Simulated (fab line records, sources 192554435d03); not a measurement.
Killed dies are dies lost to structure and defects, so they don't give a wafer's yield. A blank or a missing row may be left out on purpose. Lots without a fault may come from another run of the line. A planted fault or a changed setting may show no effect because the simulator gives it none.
A struck lot beside a sound one | flow n5_finfet | 26 steps out of a route of 1938
Sound: wafers L606.1, L606.2, L606.3. Struck: wafers L611.2, L611.5, L611.6. The cause comes at the end.
At each step with rows: each side's tool, then ch and its chambers, then its first start. Under that, the readings that differ: sound wafers | struck wafers | difference of the means | sigmas: that difference in standard deviations of wafers without a fault.
alike: readings whose means differ by less than 2 such deviations, and words and numbers that are the same on both sides. not compared: withheld readings, readings that some wafer has no value for, bounds like >300 that may hide the same value, and numbers for which the record gives no deviation and whose values overlap.
The two part at a step that has a row with sigmas, a row that says differs or no value, or rows on one side only. Numbers that don't overlap but have no deviation are shown without sigmas and don't part them. A reading that every wafer of one side lacks parts them only if that side has two wafers or more.

N5_BEOL_M14_SPUTTER_44: material Ta, target thk 15 nm, time 24.19 s.
  sound on pvd_sputter-02, day 14 14:20; struck on pvd_sputter-02, day 16 06:04
  alike: susceptor_temp_C, throttle_valve_pct
N5_BEOL_M14_SPUTTER_45: material Cu, target thk 100 nm, time 16.67 s.
  sound on pvd_sputter-02, day 14 14:25; struck on pvd_sputter-02, day 16 06:09
  alike: chuck_gas_flow_sccm, susceptor_temp_C, throttle_valve_pct
then, 2 steps without rows for these wafers: N5_BEOL_M14_ECD_47 (material Cu, target thk 1248 nm); N5_BEOL_M14_ANNEAL_48 (time 90 s).
N5_BEOL_M14_CMP_49: polishes, stops on SiO2, t overpolish 5.2 s, target thk 560 nm.
  sound on cmp-04 ch 0,2,3, day 14 15:18; struck on cmp-01 ch 0,2,3, day 16 07:31
  alike: barrier_field_endpoint_s, motor_current_A, overpolish_run_s, slurry_filter_dp_kPa, time_to_endpoint_s
N5_BEOL_M14_THK_MEAS_50: measures by xrf.
  sound on film_metro-02, day 14 15:36; struck on film_metro-02, day 16 07:44
  alike: M14_THK
then, 2 steps without rows for these wafers: N5_BEOL_M14_PRE_CLEAN_52 (time 15 s); N5_BEOL_M14_DEP_53 (deposits SiCN from 3MS/NH3, target thk 50 nm, time 17.8 s).
N5_BEOL_M14_RS_MEAS_54: measures by four-point-probe.
  sound on film_metro-02, day 14 15:44; struck on film_metro-01, day 16 07:52
  alike: M14_RS
N5_BEOL_M14_INSPECT_55: inspects for defects (darkfield).
  sound on defect_inspect-02, day 14 15:45; struck on defect_inspect-02, day 16 07:53
  alike: raw_defect_count
then, 1 step without rows for these wafers: N5_BEOL_M15_ILD_DEP_00 (deposits SiO2 from TEOS/O2, target thk 1629.3 nm, time 346.1 s).
N5_BEOL_M15_THK_MEAS_01:
  sound on film_metro-01, day 14 16:02; struck on film_metro-02, day 16 08:10
  alike: M15_ILD_THK
N5_BEOL_M15_COAT_58: time 60 s, resist thk 89 nm.
  sound on litho_track-02 ch 0, day 14 16:04; struck on litho_track-02 ch 0, day 16 08:12
  reading                                    | sound                | struck               | difference | sigmas
  spin_speed_rpm (rpm)                       | 1500.0 1500.2 1500.2 | 2242.6 2244.3 2243.6 | +743.4     | +99 or more
  model.BARC_of_BEOL_M15_COAT_58.thk_nm (nm) | 88.8 88.6 89.4       | 72.2 72.4 72.4       | -16.6      |
  alike: plate_temp_C
then, 7 steps without rows for these wafers: N5_BEOL_M15_COAT_04 (resist thk 800 nm); N5_BEOL_M15_EBR_06; N5_BEOL_M15_SOFTBAKE_05 (time 60 s); N5_BEOL_M15_EXPOSE_07 (exposes mask V14); N5_BEOL_M15_PEB_08 (peb time 90 s); N5_BEOL_M15_DEVELOP_09 (develop time 45 s); N5_BEOL_M15_HARDBAKE_14 (time 120 s).
N5_BEOL_M15_CD_MEAS_10: target cd 360 nm.
  sound on cd_sem-01 ch 0, day 14 16:20; struck on cd_sem-03 ch 0, day 16 08:36
  alike: cd_nm
N5_BEOL_M15_OVL_MEAS_11:
  sound on overlay-02 ch 0, day 14 16:22; struck on overlay-02 ch 0, day 16 08:38
  alike: V14_OVL
N5_BEOL_M15_INSPECT_12: inspects for defects (macro).
  sound on defect_inspect-01, day 14 16:23; struck on defect_inspect-02, day 16 08:39
  alike: raw_defect_count
N5_BEOL_M15_DESCUM_15: chemistry O2, time 7.9 s.
  sound on rie_diel-06 ch 0,1,3, day 14 16:26; struck on rie_diel-04 ch 0,3, day 16 08:41
  alike: drypump_motor_current_A, o2_flow_sccm, oes_product_au, rf_vpp_V, showerhead_plenum_p_Torr, throttle_valve_pct
  not compared: rf_hours_counter_h
N5_BEOL_M15_ETCH_59: etches BARC in N2/H2, target depth 89 nm, overetch 26.7 nm, time 67.9 s.
  sound on rie_diel-06 ch 0,1,3, day 14 16:28; struck on rie_diel-04 ch 0,3, day 16 08:43
  reading                  | sound            | struck            | difference | sigmas
  model.etch.depth_nm (nm) | 88.74 88.7 89.31 | 72.23 72.48 72.49 | -16.52     |
  alike: drypump_motor_current_A, n2_flow_sccm, oes_product_au, rf_vpp_V, showerhead_plenum_p_Torr, throttle_valve_pct
  not compared: rf_hours_counter_h
N5_BEOL_M15_VIA_ETCH_16: etches SiO2 in C4F8/O2/Ar, target depth 1792.2 nm.
  sound on rie_diel-06 ch 0,1,3, day 14 16:31; struck on rie_diel-04 ch 0,3, day 16 08:47
  alike: drypump_motor_current_A, he_inner_torr, oes_product_au, rf_vpp_V, showerhead_plenum_p_Torr, throttle_valve_pct

WHERE THEY PART
Only at N5_BEOL_M15_COAT_58, within this record. Later steps at which nothing parts them and some readings are alike: N5_BEOL_M15_CD_MEAS_10, N5_BEOL_M15_OVL_MEAS_11, N5_BEOL_M15_INSPECT_12, N5_BEOL_M15_DESCUM_15, N5_BEOL_M15_ETCH_59, N5_BEOL_M15_VIA_ETCH_16.

WHY: what the simulator had put in
Process parameter drift: litho_track-02, from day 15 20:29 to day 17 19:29, at N5_BEOL_M15_COAT_58. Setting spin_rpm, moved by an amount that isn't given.
